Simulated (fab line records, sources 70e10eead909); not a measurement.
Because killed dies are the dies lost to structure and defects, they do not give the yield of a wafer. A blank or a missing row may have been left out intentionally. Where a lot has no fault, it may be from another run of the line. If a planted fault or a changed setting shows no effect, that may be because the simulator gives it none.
fab line records	flow nand_harc
record lots=12	wafers=36	last_day=25
route steps=1159 shown A_BLC@980 A_M0@999 END@1159
lots that met no fault: from a run of the same line without faults
start_h: hours from the record's first day to the start of the lot's first wafer shown	wait_h: how many hours have passed since the lot's step before this one	" unchanged from the row above	L1.1+2: one row covering several wafers at once	- value missing, or start not given	* or withheld: withheld	< > ~ a bound
route shown NAME@n: a module of which the file shows steps, and the number in the route of the first	usual: the fault-free wafers' mean and standard deviation	same: alike in all rows	chamber/n: place in a boat	sites: each site's reading	_std_site: their standard deviation	_edge_site: outer sites' mean less inner sites'	radius_mm: for every site, how far away it sits from the centre of the wafer	mask NAME#n: copy n	behind: tool/chamber where the wafer was last shaped	hold: what put the lot on hold/how long, in hours/how the hold closed	device: names the non-switching transistor (n, p or np)	end of line: tests of these same wafers at the route's end	a step with no rows: only its recipe	killed: dies lost to structure and defects at the first sort, not the wafer's yield	map: shows each die of a wafer: x if killed, . if not, _ if none is there
set.NAME: the run value of the setting; set.NAME@STEP: its run value at that earlier step	model.NAME: the simulator's own value behind a step, which no gauge read
route steps across a sampled set of lots; one table per step, one row per wafer
services: a tool's chamber out of use, with start hour (start_h, from the record's first day; less than 0 if before it), hours out, and reason
## steps
# step NHARC_A_BLC_ETCH_18
# recipe target_depth_a=9100	c4f8_flow_sccm=20	o2_flow_sccm=10	ar_flow_sccm=withheld	rf_w=600	bias_w=1500	chemistry=C4F8/O2/Ar
# usual bias_w=1500/4.3	oes_product_au=0.946/0.024	rf_vpp_V=977/4.6
lot.wafer	tool	chamber	start_h	wait_h	bias_w	oes_product_au	rf_hours_counter_h	rf_vpp_V
L541.2	rie_diel-11	1	-	-	1500	0.976	2	985
L541.1	"	0	"	"	1503	0.983	2	971
L541.5	"	1	"	"	1503	0.984	-	985
L543.1	rie_diel-01	1	-	-	1500	0.927	9	973
L543.6	"	0	"	"	1499	0.930	-	978
L543.5	"	1	"	"	1498	0.935	-	973
L542.1	rie_diel-01	1	-	-	1497	0.947	9	973
L542.4	"	2	"	"	1499	0.956	10	980
L542.2	"	0	"	"	1498	0.951	10	979
L546.1	rie_diel-01	3	-	-	1503	0.906	11	980
L546.4	"	1	"	"	1502	0.922	10	973
L546.6	"	3	"	"	1496	0.906	-	980
L544.1	rie_diel-01	1	-	-	1503	0.923	10	973
L544.3	"	2	"	"	1501	0.933	11	981
L544.6	"	0	"	"	1501	0.922	-	979
L545.4	rie_diel-01	1	-	-	1498	0.960	12	974
L545.3	"	3	"	"	1494	0.944	13	980
L545.5	"	2	"	"	1496	0.975	-	981
L549.2	rie_diel-11	0	-	-	1497	0.976	5	971
L549.3	"	1	"	"	1503	0.963	5	985
L549.5	"	3	"	"	1500	0.976	-	971
L558.4	rie_diel-11	2	-	-	1501	0.941	11	975
L558.1	"	3	"	"	1508	0.957	11	971
L558.3	"	0	"	"	1500	0.977	11	971
L559.2	rie_diel-12	2	-	-	1500	0.976	36	986
L559.4	"	3	"	"	1499	0.985	38	984
L559.5	"	1	"	"	1500	0.959	-	973
L562.1	rie_diel-11	3	-	-	1500	0.916	15	971
L562.2	"	0	"	"	1505	0.930	15	971
L562.4	"	2	"	"	1498	0.915	15	978
L563.3	rie_diel-01	0	-	-	1492	0.950	4	979
L563.5	"	2	"	"	1500	0.960	-	982
L563.6	"	3	"	"	1502	0.951	-	979
L564.1	rie_diel-11	1	-	-	1499	0.926	16	984
L564.6	"	1	"	"	1510	0.932	-	983
L564.5	"	2	"	"	1495	0.909	-	977
# step NHARC_A_BLC_CD_MEAS_19
# usual cd_nm=99.3/2.2
lot.wafer	tool	chamber	start_h	wait_h	cd_nm
L541.1	cd_sem-02	-	397.77	-	102.6
L541.2	"	-	"	"	100.6
L541.5	"	-	"	"	101.1
L543.1	cd_sem-02	-	400.07	-	99.5
L543.5	"	-	"	"	100.0
L543.6	"	-	"	"	98.3
L542.1	cd_sem-03	-	400.81	-	100.4
L542.2	"	-	"	"	99.3
L542.4	"	-	"	"	104.0
L546.1	cd_sem-02	-	406.93	-	101.9
L546.4	"	-	"	"	99.8
L546.6	"	-	"	"	98.6
L544.1	cd_sem-03	-	408.10	-	99.2
L544.3	"	-	"	"	98.8
L544.6	"	-	"	"	98.3
L545.3	cd_sem-02	-	428.38	-	103.2
L545.4	"	-	"	"	100.1
L545.5	"	-	"	"	99.9
L549.2	cd_sem-01	-	437.01	-	103.2
L549.3	"	-	"	"	104.5
L549.5	"	-	"	"	99.4
L558.1	cd_sem-03	-	491.84	-	99.4
L558.3	"	-	"	"	102.0
L558.4	"	-	"	"	95.7
L559.2	cd_sem-01	-	498.07	-	99.0
L559.4	"	-	"	"	96.4
L559.5	"	-	"	"	100.5
L562.1	cd_sem-01	-	538.61	-	98.5
L562.2	"	-	"	"	97.6
L562.4	"	-	"	"	95.1
L563.3	cd_sem-02	-	539.36	-	97.8
L563.5	"	-	"	"	99.3
L563.6	"	-	"	"	100.1
L564.1	cd_sem-02	-	539.96	-	103.5
L564.5	"	-	"	"	95.8
L564.6	"	-	"	"	100.2
# step NHARC_A_M0_SOFTBAKE_04
# recipe temp_c=105	time_s=55
# usual heater_power_total_W=188.46/0.15	resist_line_temp_C=23.00/0.097
lot.wafer	tool	chamber	start_h	wait_h	heater_power_total_W	resist_line_temp_C
L541.1	litho_track-01	0	400	-	188.33	23.11
L541.2	"	0	"	"	188.49	23.04
L541.5	"	0	"	"	188.32	23.13
L543.1	litho_track-06	0	404	-	188.66	23.10
L543.5	"	0	"	"	188.72	22.99
L543.6	"	0	"	"	188.49	23.07
L542.1	litho_track-04	0	404	-	188.40	23.08
L542.2	"	0	"	"	188.29	22.95
L542.4	"	0	"	"	188.69	22.98
L546.1	litho_track-01	0	411	-	188.45	23.06
L546.4	"	0	"	"	188.77	22.88
L546.6	"	0	"	"	188.41	22.93
L544.1	litho_track-06	0	412	-	188.28	22.78
L544.3	"	0	"	"	188.58	22.78
L544.6	"	0	"	"	188.34	22.84
L545.3	litho_track-06	0	430	-	188.29	23.03
L545.4	"	0	"	"	188.54	23.11
L545.5	"	0	"	"	188.38	23.04
L549.2	litho_track-06	0	445	-	188.42	23.02
L549.3	"	0	"	"	188.38	23.00
L549.5	"	0	"	"	323.63	22.98
L558.1	litho_track-01	0	496	-	188.35	23.12
L558.3	"	0	"	"	188.49	23.14
L558.4	"	0	"	"	188.55	23.13
L559.2	litho_track-04	0	505	-	188.33	23.06
L559.4	"	0	"	"	188.41	23.02
L559.5	"	0	"	"	188.31	23.11
L562.1	litho_track-04	0	541	-	188.45	22.87
L562.2	"	0	"	"	188.50	23.07
L562.4	"	0	"	"	188.59	23.04
L563.3	litho_track-06	0	542	-	188.79	23.03
L563.5	"	0	"	"	188.51	23.14
L563.6	"	0	"	"	188.27	23.10
L564.1	litho_track-01	0	542	-	188.38	22.94
L564.5	"	0	"	"	188.40	22.83
L564.6	"	0	"	"	188.80	22.98
# step NHARC_A_M0_CD_MEAS_09
# recipe target_cd_nm=80	landing_energy_ev=500
# usual cd_nm=80.2/0.6
lot.wafer	tool	chamber	start_h	wait_h	cd_nm
L541.1	cd_sem-03	0	400.68	-	81.0
L541.2	"	0	"	"	80.1
L541.5	"	0	"	"	79.6
L543.1	cd_sem-03	0	405.01	-	80.0
L543.5	"	0	"	"	79.6
L543.6	"	0	"	"	80.6
L542.1	cd_sem-03	0	405.39	-	80.0
L542.2	"	0	"	"	79.5
L542.4	"	0	"	"	80.8
L546.1	cd_sem-03	0	411.89	-	80.6
L546.4	"	0	"	"	79.9
L546.6	"	0	"	"	80.6
L544.1	cd_sem-03	0	412.47	-	79.2
L544.3	"	0	"	"	79.8
L544.6	"	0	"	"	78.1
L545.3	cd_sem-01	0	431.25	-	80.5
L545.4	"	0	"	"	80.0
L545.5	"	0	"	"	80.4
L549.2	cd_sem-03	0	445.69	-	80.4
L549.3	"	0	"	"	80.1
L549.5	"	0	"	"	81.8
L558.1	cd_sem-02	0	496.84	-	81.6
L558.3	"	0	"	"	81.1
L558.4	"	0	"	"	80.5
L559.2	cd_sem-02	0	505.82	-	80.7
L559.4	"	0	"	"	80.2
L559.5	"	0	"	"	80.4
L562.1	cd_sem-02	0	542.29	-	80.5
L562.2	"	0	"	"	80.3
L562.4	"	0	"	"	80.4
L563.3	cd_sem-02	0	542.42	-	80.4
L563.5	"	0	"	"	80.7
L563.6	"	0	"	"	80.1
L564.1	cd_sem-02	0	542.73	-	79.6
L564.5	"	0	"	"	80.6
L564.6	"	0	"	"	79.4
# step NHARC_END_SORT_01
# recipe temp_c=25
# usual defect_limited_yield=95.3/1.3	killed_at_array=28/8.6	killed_at_other=0.7/1.2	killed_at_periphery=3.1/2.3	killed_dies=32/8.7	killed_open=3.2/1.7	killed_short=2.0/1.5	sort_bin_2_pct=1.5/0.58	sort_bin_3_pct=0.28/0.22	sort_bin_4_pct=3.0/0.86	sort_n_pass=645/8.7	sort_rim_yield_pct=97.8/1.4	sort_yield_pct=95.3/1.3
# same gross_dies=677	sort_bin_5_pct[%]=0	sort_bin_6_pct[%]=0	sort_bin_7_pct[%]=0	sort_bin_8_pct[%]=0	sort_rim_n_gross=106.00
lot.wafer	tool	chamber	start_h	wait_h	defect_limited_yield[%]	killed_at_array	killed_at_other	killed_at_periphery	killed_dies	killed_open	killed_short	sort_bin_2_pct[%]	sort_bin_3_pct[%]	sort_bin_4_pct[%]	sort_n_pass	sort_rim_yield_pct[%]	sort_yield_pct[%]
L543.1	prober-01	0	444.34	2.5	95.0	27	5	2	34	4	3	1.5	0.30	3.2	643	95.3	95.0
L543.5	prober-01	0	447.51	3.7	95.6	26	1	3	30	4	1	1.6	0.15	2.7	647	99.1	95.6
L543.6	prober-01	0	448.30	4.0	96.2	16	6	4	26	3	0	1.5	0.15	2.2	651	98.1	96.2
L541.1	prober-02	0	444.34	2.5	94.4	38	0	0	38	4	4	1.9	0.15	3.5	639	96.2	94.4
L541.2	prober-02	0	445.13	2.8	94.2	32	1	6	39	5	2	0.9	0.59	4.3	638	97.2	94.2
L541.5	prober-02	0	447.51	3.7	96.3	23	0	2	25	3	2	0.7	0	3.0	652	97.2	96.3
L542.1	prober-02	0	452.14	2.5	97.9	9	2	3	14	2	3	0.6	0	1.5	663	97.2	97.9
L542.2	prober-02	0	452.92	2.8	97.6	13	2	1	16	4	1	0.9	0.44	1.0	661	99.1	97.6
L542.4	prober-02	0	454.49	3.4	98.2	12	0	0	12	1	1	1.0	0.15	0.6	665	100.0	98.2
L546.1	prober-01	0	459.90	2.5	95.4	27	0	4	31	6	1	1.6	0.15	2.8	646	97.2	95.4
L546.4	prober-01	0	462.30	3.4	96.6	16	1	6	23	6	0	1.3	0.15	1.9	654	99.1	96.6
L546.6	prober-01	0	463.90	4.0	96.0	21	2	4	27	3	2	0.7	0.30	3.0	650	99.1	96.0
L544.1	prober-02	0	461.55	4.2	93.2	41	1	4	46	7	2	1.5	0.59	4.7	631	99.1	93.2
L544.3	prober-02	0	463.16	4.8	94.7	33	0	3	36	1	2	1.9	0.15	3.2	641	97.2	94.7
L544.6	prober-02	0	465.57	5.7	96.2	18	0	8	26	6	4	1.6	0.15	2.1	651	100.0	96.2
L545.3	prober-01	0	474.37	3.1	95.6	27	0	3	30	4	7	0.6	0.30	3.5	647	96.2	95.6
L545.4	prober-01	0	475.18	3.4	92.9	42	2	4	48	3	4	2.5	0.15	4.4	629	94.3	92.9
L545.5	prober-01	0	476.00	3.7	95.4	24	3	4	31	4	2	1.9	0.30	2.4	646	94.3	95.4
L549.2	prober-01	0	485.93	2.8	95.0	22	0	12	34	2	3	2.2	0.15	2.7	643	95.3	95.0
L549.3	prober-01	0	486.72	3.1	94.5	26	0	11	37	2	1	1.6	0.30	3.5	640	99.1	94.5
L549.5	prober-01	0	488.29	3.6	95.7	25	1	3	29	9	0	1.8	0.15	2.4	648	96.2	95.7
L558.1	prober-01	0	541.32	2.5	94.5	32	1	4	37	3	7	1.5	0.74	3.2	640	96.2	94.5
L558.3	prober-01	0	542.94	3.1	96.2	21	1	4	26	3	3	1.0	0.30	2.5	651	96.2	96.2
L558.4	prober-01	0	543.74	3.4	94.8	33	0	2	35	3	1	1.8	0.30	3.1	642	100.0	94.8
L559.2	prober-02	0	554.92	2.8	95.0	31	0	3	34	1	0	1.3	0.30	3.4	643	97.2	95.0
L559.4	prober-02	0	556.55	3.4	95.3	28	0	4	32	3	1	0.9	0.15	3.7	645	99.1	95.3
L559.5	prober-02	0	557.36	3.7	94.5	34	0	3	37	4	2	1.5	0.30	3.7	640	96.2	94.5
L562.1	prober-01	0	582.42	2.5	96.9	20	1	0	21	2	2	0.3	0	2.8	656	97.2	96.9
L562.2	prober-01	0	583.22	2.8	96.0	25	1	1	27	4	3	1.0	0	3.0	650	97.2	96.0
L562.4	prober-01	0	584.80	3.4	97.0	18	1	1	20	0	2	0.9	0.44	1.6	657	97.2	97.0
L564.1	prober-02	0	582.45	2.5	92.9	41	1	6	48	5	0	2.1	0.44	4.6	629	98.1	92.9
L564.5	prober-02	0	585.66	3.7	93.8	39	0	3	42	6	0	1.8	0.30	4.1	635	96.2	93.8
L564.6	prober-02	0	586.47	4.0	94.1	37	1	2	40	5	1	2.2	0.30	3.4	637	98.1	94.1
L563.3	prober-01	0	591.85	3.1	95.7	23	0	6	29	2	5	1.8	0.15	2.4	648	98.1	95.7
L563.5	prober-01	0	593.47	3.8	96.6	18	0	5	23	1	0	0.7	0.30	2.4	654	98.1	96.6
L563.6	prober-01	0	594.28	4.1	95.0	26	0	8	34	2	0	1.8	0.59	2.7	643	97.2	95.0
# killed by level:class
L543.1 A_SLIT:chamber_film_flake=9 A_SGD_CUT:chamber_film_flake=5 THIN_TSV:chamber_film_flake=5 A_STAIRCASE:chamber_film_flake=4 A_WL_FILL:geometric_particle:short=2 P_M0:geometric_particle:open=1 A_ONON_D1:geometric_particle:open=1 A_CHANNEL_FILL_D1:geometric_particle:short=1
L541.1 A_CHANNEL_HOLE_D1:chamber_film_flake=14 A_SLIT:chamber_film_flake=10 A_CHANNEL_FILL_D1:geometric_particle:short=2 A_WL_FILL:geometric_particle:open=2 A_STAIRCASE:chamber_film_flake=2 A_WL_FILL:chamber_film_flake=2 A_SGD_CUT:geometric_particle:open=1 A_WL_FILL:geometric_particle:short=1
L541.2 A_CHANNEL_HOLE_D1:chamber_film_flake=18 A_SLIT:chamber_film_flake=10 P_M0:geometric_particle:open=2 A_CHANNEL_FILL_D1:geometric_particle:open=2 A_STAIRCASE:chamber_film_flake=2 P_CONTACT:geometric_particle:short=1 P_CONTACT:geometric_particle:open=1 P_M0:geometric_particle:short=1
L543.5 A_SLIT:chamber_film_flake=7 A_SGD_CUT:chamber_film_flake=5 A_STAIRCASE:chamber_film_flake=4 A_CHANNEL_HOLE_D1:chamber_film_flake=3 P_GATE:chamber_film_flake=2 A_CONTACT:chamber_film_flake=2 A_ONON_D1:geometric_particle:short=1 A_ONON_D1:geometric_particle:open=1
L541.5 A_CHANNEL_HOLE_D1:chamber_film_flake=13 A_SLIT:chamber_film_flake=4 P_M0:geometric_particle:open=2 A_WL_FILL:chamber_film_flake=1 A_CHANNEL_FILL_D1:geometric_particle:short=1 A_WL_FILL:geometric_particle:open=1 A_CONTACT:geometric_particle:short=1 A_STAIRCASE:chamber_film_flake=1
L543.6 A_SLIT:chamber_film_flake=6 THIN_TSV:chamber_film_flake=6 A_SGD_CUT:chamber_film_flake=4 P_GATE:chamber_film_flake=3 A_CONTACT:geometric_particle:open=2 A_CONTACT:chamber_film_flake=2 P_M0:geometric_particle:open=1 A_CHANNEL_HOLE_D1:chamber_film_flake=1
L542.1 A_CONTACT:chamber_film_flake=3 A_STAIRCASE:chamber_film_flake=2 THIN_TSV:chamber_film_flake=2 P_CONTACT:geometric_particle:short=1 P_M0:geometric_particle:open=1 A_CHANNEL_FILL_D1:geometric_particle:short=1 A_CONTACT:geometric_particle:short=1 A_M0:geometric_particle:open=1
L542.2 A_CONTACT:chamber_film_flake=5 A_STAIRCASE:chamber_film_flake=2 THIN_TSV:chamber_film_flake=2 P_M1:geometric_particle:open=1 A_ONON_D1:geometric_particle:open=1 A_CHANNEL_FILL_D1:geometric_particle:short=1 A_CONTACT:geometric_particle:open=1 A_M1:geometric_particle:open=1
L542.4 A_CONTACT:chamber_film_flake=4 A_CHANNEL_FILL_D1:chamber_film_flake=2 A_STAIRCASE:chamber_film_flake=2 A_BLC:geometric_particle:short=1 A_BLC:geometric_particle:open=1 A_CHANNEL_HOLE_D1:chamber_film_flake=1 A_SLIT:chamber_film_flake=1
L546.1 A_SLIT:chamber_film_flake=14 A_CONTACT:geometric_particle:open=3 A_STAIRCASE:chamber_film_flake=2 A_WL_FILL:chamber_film_flake=2 P_M0:geometric_particle:open=1 A_ONON_D1:geometric_particle:open=1 A_ONON_D1:geometric_particle:short=1 A_CHANNEL_FILL_D1:geometric_particle:open=1
L544.1 A_CHANNEL_HOLE_D1:chamber_film_flake=19 A_SLIT:chamber_film_flake=10 P_M1:geometric_particle:open=2 A_ONON_D1:geometric_particle:open=2 A_WL_FILL:geometric_particle:open=2 A_ZERO_WELL:chamber_film_flake=2 A_CHANNEL_FILL_D1:chamber_film_flake=2 P_CONTACT:geometric_particle:open=1
L546.4 A_SLIT:chamber_film_flake=12 P_M0:geometric_particle:open=4 A_ONON_D1:geometric_particle:open=1 A_STAIRCASE:geometric_particle:open=1 P_ZERO_WELL:chamber_film_flake=1 P_BONDPAD:chamber_film_flake=1 A_CHANNEL_HOLE_D1:chamber_film_flake=1 A_CONTACT:chamber_film_flake=1
L544.3 A_SLIT:chamber_film_flake=12 A_CHANNEL_HOLE_D1:chamber_film_flake=10 A_STAIRCASE:chamber_film_flake=4 P_GATE:chamber_film_flake=2 A_CHANNEL_FILL_D1:chamber_film_flake=2 A_CONTACT:chamber_film_flake=2 P_STI:geometric_particle:short=1 A_CHANNEL_FILL_D1:geometric_particle:short=1
L546.6 A_SLIT:chamber_film_flake=12 A_CHANNEL_HOLE_D1:chamber_film_flake=6 THIN_TSV:chamber_film_flake=2 P_STI:geometric_particle:open=1 P_CONTACT:geometric_particle:open=1 P_CONTACT:geometric_particle:short=1 A_CHANNEL_FILL_D1:geometric_particle:open=1 A_CONTACT:geometric_particle:short=1
L544.6 A_CHANNEL_HOLE_D1:chamber_film_flake=7 P_GATE:chamber_film_flake=4 A_M1:geometric_particle:open=3 P_CONTACT:geometric_particle:short=2 A_SLIT:chamber_film_flake=2 A_CONTACT:chamber_film_flake=2 P_M0:geometric_particle:short=1 P_M1:geometric_particle:open=1
L545.3 A_SLIT:chamber_film_flake=6 A_CHANNEL_HOLE_D1:chamber_film_flake=4 A_M1:chamber_film_flake=3 A_SOURCE_PLATE:geometric_particle:short=2 A_BLC:geometric_particle:open=2 A_CONTACT:chamber_film_flake=2 P_GATE:geometric_particle:open=1 P_M0:geometric_particle:short=1
L545.4 A_SLIT:chamber_film_flake=17 P_GATE:chamber_film_flake=4 A_CHANNEL_HOLE_D1:chamber_film_flake=4 A_M1:chamber_film_flake=4 A_STAIRCASE:chamber_film_flake=3 A_M0:chamber_film_flake=3 A_CHANNEL_FILL_D1:geometric_particle:short=2 A_CONTACT:geometric_particle:open=2
L545.5 A_SLIT:chamber_film_flake=10 P_GATE:chamber_film_flake=3 THIN_TSV:chamber_film_flake=3 A_CHANNEL_HOLE_D1:chamber_film_flake=2 A_STAIRCASE:chamber_film_flake=2 A_M0:chamber_film_flake=2 A_M1:chamber_film_flake=2 P_GATE:geometric_particle:open=1
L549.2 A_SLIT:chamber_film_flake=8 A_CHANNEL_HOLE_D1:chamber_film_flake=4 P_ZERO_WELL:chamber_film_flake=3 P_STI:chamber_film_flake=3 P_CONTACT:chamber_film_flake=3 A_STAIRCASE:chamber_film_flake=3 P_CONTACT:geometric_particle:short=2 A_ZERO_WELL:chamber_film_flake=2
L549.3 A_SLIT:chamber_film_flake=12 P_ZERO_WELL:chamber_film_flake=8 A_STAIRCASE:chamber_film_flake=5 A_CHANNEL_HOLE_D1:chamber_film_flake=4 P_CONTACT:chamber_film_flake=2 A_ONON_D1:geometric_particle:open=1 A_CONTACT:geometric_particle:open=1 A_BLC:geometric_particle:short=1
L549.5 A_STAIRCASE:chamber_film_flake=8 A_SLIT:chamber_film_flake=7 A_CHANNEL_HOLE_D1:chamber_film_flake=3 A_CONTACT:geometric_particle:open=2 P_CONTACT:geometric_particle:open=1 P_M0:geometric_particle:open=1 A_CHANNEL_HOLE_D1:geometric_particle:open=1 A_CHANNEL_FILL_D1:geometric_particle:open=1
L558.1 A_SLIT:chamber_film_flake=15 A_CONTACT:chamber_film_flake=5 A_CHANNEL_HOLE_D1:chamber_film_flake=4 A_STAIRCASE:chamber_film_flake=2 P_GATE:geometric_particle:short=1 P_CONTACT:geometric_particle:open=1 P_CONTACT:geometric_particle:short=1 P_M0:geometric_particle:short=1
L558.3 A_SLIT:chamber_film_flake=12 A_STAIRCASE:chamber_film_flake=3 P_M0:geometric_particle:short=2 A_CHANNEL_HOLE_D1:chamber_film_flake=2 A_CONTACT:chamber_film_flake=2 P_M0:geometric_particle:open=1 A_CHANNEL_FILL_D1:geometric_particle:open=1 A_CONTACT:geometric_particle:open=1
L558.4 A_SLIT:chamber_film_flake=17 A_CONTACT:chamber_film_flake=5 A_CHANNEL_HOLE_D1:chamber_film_flake=5 A_STAIRCASE:chamber_film_flake=3 P_CONTACT:geometric_particle:open=2 A_WL_FILL:geometric_particle:short=1 A_CONTACT:geometric_particle:open=1 A_ZERO_WELL:chamber_film_flake=1
L559.2 A_CHANNEL_HOLE_D1:chamber_film_flake=21 A_STAIRCASE:chamber_film_flake=4 P_ZERO_WELL:chamber_film_flake=2 A_CONTACT:chamber_film_flake=2 A_BONDPAD:chamber_film_flake=2 A_CONTACT:geometric_particle:open=1 P_GATE:chamber_film_flake=1 A_WL_FILL:chamber_film_flake=1
L559.4 A_CHANNEL_HOLE_D1:chamber_film_flake=19 P_ZERO_WELL:chamber_film_flake=2 A_CONTACT:chamber_film_flake=2 A_BONDPAD:chamber_film_flake=2 P_CONTACT:geometric_particle:open=1 P_M2:geometric_particle:open=1 A_ONON_D1:geometric_particle:short=1 A_M0:geometric_particle:open=1
L559.5 A_CHANNEL_HOLE_D1:chamber_film_flake=22 A_CONTACT:chamber_film_flake=3 A_CONTACT:geometric_particle:open=2 P_ZERO_WELL:chamber_film_flake=2 A_STAIRCASE:chamber_film_flake=2 P_CONTACT:geometric_particle:open=1 A_ONON_D1:geometric_particle:short=1 A_CHANNEL_HOLE_D1:geometric_particle:short=1
L562.1 A_CHANNEL_HOLE_D1:chamber_film_flake=7 A_STAIRCASE:chamber_film_flake=4 A_CONTACT:chamber_film_flake=2 A_M1:chamber_film_flake=2 A_CHANNEL_FILL_D1:geometric_particle:open=1 A_CONTACT:geometric_particle:short=1 A_BLC:geometric_particle:short=1 A_M0:geometric_particle:open=1
L564.1 A_SLIT:chamber_film_flake=24 A_CHANNEL_HOLE_D1:chamber_film_flake=5 A_ZERO_WELL:chamber_film_flake=3 A_CONTACT:chamber_film_flake=3 A_SOURCE_PLATE:geometric_particle:open=2 P_ZERO_WELL:chamber_film_flake=2 P_STI:chamber_film_flake=2 A_STAIRCASE:chamber_film_flake=2
L562.2 A_CHANNEL_HOLE_D1:chamber_film_flake=7 A_STAIRCASE:chamber_film_flake=4 A_CONTACT:chamber_film_flake=4 A_M1:chamber_film_flake=3 A_WL_FILL:geometric_particle:short=2 P_M2:geometric_particle:open=1 A_SOURCE_PLATE:geometric_particle:open=1 A_CHANNEL_FILL_D1:geometric_particle:short=1
L562.4 A_CONTACT:chamber_film_flake=6 A_CHANNEL_HOLE_D1:chamber_film_flake=3 A_STAIRCASE:chamber_film_flake=3 A_CONTACT:geometric_particle:short=2 A_SLIT:chamber_film_flake=2 A_M1:chamber_film_flake=2 P_STI:chamber_film_flake=1 THIN_TSV:chamber_film_flake=1
L564.5 A_SLIT:chamber_film_flake=20 A_CONTACT:chamber_film_flake=7 A_CHANNEL_HOLE_D1:chamber_film_flake=4 A_CONTACT:geometric_particle:open=2 A_STAIRCASE:chamber_film_flake=2 P_CONTACT:geometric_particle:open=1 A_CHANNEL_FILL_D1:geometric_particle:open=1 A_BLC:geometric_particle:open=1
L564.6 A_SLIT:chamber_film_flake=16 A_CHANNEL_HOLE_D1:chamber_film_flake=9 A_CONTACT:chamber_film_flake=5 A_CONTACT:geometric_particle:open=2 A_M0:geometric_particle:open=2 P_STI:chamber_film_flake=2 A_ONON_D1:geometric_particle:short=1 A_BLC:geometric_particle:open=1
L563.3 A_CHANNEL_HOLE_D1:chamber_film_flake=12 A_CONTACT:chamber_film_flake=3 P_M0:chamber_film_flake=2 P_BONDPAD:chamber_film_flake=2 A_STAIRCASE:chamber_film_flake=2 P_CONTACT:geometric_particle:short=1 A_SOURCE_PLATE:geometric_particle:short=1 A_ONON_D1:geometric_particle:short=1
L563.5 A_CHANNEL_HOLE_D1:chamber_film_flake=7 A_SLIT:chamber_film_flake=5 A_CONTACT:chamber_film_flake=4 P_BONDPAD:geometric_particle:open=1 P_STI:chamber_film_flake=1 P_GATE:chamber_film_flake=1 P_M0:chamber_film_flake=1 P_M2:chamber_film_flake=1
L563.6 A_CHANNEL_HOLE_D1:chamber_film_flake=17 P_M0:chamber_film_flake=4 A_SLIT:chamber_film_flake=4 A_STAIRCASE:chamber_film_flake=2 A_CONTACT:chamber_film_flake=2 P_CONTACT:geometric_particle:open=1 P_M0:geometric_particle:open=1 P_ZERO_WELL:chamber_film_flake=1
## services
tool	chamber	start_h	hours	kind
rie_diel-01	0	397.30	-	clean
rie_diel-01	1	397.30	-	clean
rie_diel-01	2	397.30	-	clean
rie_diel-01	3	397.30	-	clean
rie_diel-01	0	421.80	-	clean
rie_diel-01	1	421.80	-	clean
rie_diel-01	2	421.80	-	clean
rie_diel-01	3	421.80	-	clean
litho_track-01	-	443.00	7.0	pm
rie_diel-01	0	446.44	-	clean
rie_diel-01	1	446.44	-	clean
rie_diel-01	2	446.44	-	clean
rie_diel-01	3	446.44	-	clean
rie_diel-01	2	457.54	3.1	repair
litho_track-06	-	467.00	7.0	pm
rie_diel-01	0	470.94	-	clean
rie_diel-01	1	470.94	-	clean
rie_diel-01	2	470.94	-	clean
rie_diel-01	3	470.94	-	clean
rie_diel-01	2	472.67	1.6	repair
litho_track-04	-	491.00	7.0	pm
rie_diel-01	-	491.80	9.0	pm
rie_diel-01	0	491.80	9.0	vent_cycle
rie_diel-11	-	531.38	0.9	repair
## key
first_sign step=NHARC_A_M0_SOFTBAKE_04	reading=heater_power_total_W	direction=up	sigmas=99+	usual=*	struck=*
effect none on later readings
met_at NHARC_A_M0_SOFTBAKE_04
struck_lots L549
struck_wafers L549.5
not_acting_at NHARC_A_BLC_ETCH_18,NHARC_A_BLC_CD_MEAS_19,NHARC_A_M0_CD_MEAS_09
onset_between 430 445
fault kind=process_parameter_drift	tool=litho_track-06	chamber=-	onset_h=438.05	steps=NHARC_A_M0_SOFTBAKE_04	channel=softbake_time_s	offset=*	shape=step	end_h=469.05	scope=struck_wafers_only	acts_in=*	stated=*
